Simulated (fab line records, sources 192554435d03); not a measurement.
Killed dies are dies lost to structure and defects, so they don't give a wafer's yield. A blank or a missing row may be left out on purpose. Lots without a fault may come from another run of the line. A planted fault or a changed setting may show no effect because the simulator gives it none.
One fault seen from 2 desks | flow n5_finfet | each desk has only its own numbers; what lay behind them comes last

THE METROLOGY DESK
What the gauges read, lot by lot, whatever tool the lot ran on: means of the sampled wafers that have a number. A lot is out of limits, marked OUT, if its mean lies more than 4 standard deviations from the usual mean; the brackets give that distance.
Columns: A = M11_ILD_THK at N5_BEOL_M11_THK_MEAS_01, usual 268 nm; B = cd_nm at N5_BEOL_M11_CD_MEAS_11, usual 64.1 nm
lot  | first seen here | A   | B
L903 | day 9 09:45     | 270 | 64.0
L907 | day 10 23:27    | 263 | 64.5
L905 | day 11 14:14    | 268 | 64.5
L908 | day 11 21:23    | 271 | 63.8
L914 | day 13 02:58    | 270 | 64.9
L916 | day 14 00:34    | 264 | 64.5
L917 | day 14 00:56    | 270 | 64.2
L919 | day 14 18:55    | 269 | 63.6
L924 | day 15 18:58    | 269 | 63.4
L925 | day 15 23:11    | 271 | 63.5
L926 | day 16 05:44    | 268 | 64.6
This desk's finding: nothing out of limits on any of the 11 lots.

THE TOOL OWNER'S DESK: litho_track-02
The tool's own readings at N5_BEOL_M11_COAT_63 (time 60 s, resist thk 100 nm): means of the sampled wafers that have a number, for each lot that ran on this tool. A lot is out of limits, marked OUT, if its mean lies more than 4 standard deviations from the usual mean; the brackets give that distance.
Columns: A = heater_power_total_W at N5_BEOL_M11_COAT_63, usual 500.2 W; B = plate_temp_C at N5_BEOL_M11_COAT_63, usual 249.97 C; C = resist_line_temp_C at N5_BEOL_M11_COAT_63, usual 23.00 C
lot  | first seen here | A     | B                | C
L903 | day 9 12:27     | 500.4 | 250.01           | 23.02
L907 | day 11 01:34    | 500.9 | 249.76           | 22.98
L914 | day 13 09:28    | 500.2 | 250.02           | 22.99
L916 | day 14 03:34    | 493.6 | 247.16 (-18) OUT | 23.15
L917 | day 14 03:56    | 493.1 | 247.26 (-17) OUT | 23.07
This desk's finding: out of limits on L916, L917; first on L916, day 14 03:34 (plate_temp_C at N5_BEOL_M11_COAT_63). In limits: L903, L907, L914.

PUT TOGETHER
The tool owner's desk could have raised an alarm at day 14 03:34, on L916, L917.
The metrology desk saw nothing out of limits.
The metrology desk has L916, L917 on record, within its limits.
Of the lots named, all ran N5_BEOL_M11_COAT_63 on litho_track-02.

WHAT THE SIMULATOR HAD PUT IN
Process parameter drift: litho_track-02, from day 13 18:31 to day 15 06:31, at N5_BEOL_M11_COAT_63. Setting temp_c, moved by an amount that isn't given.
Lots struck among those shown: L916, L917.
Hours from the fault's start to each desk's first reading out of limits: the tool owner's desk, 9.
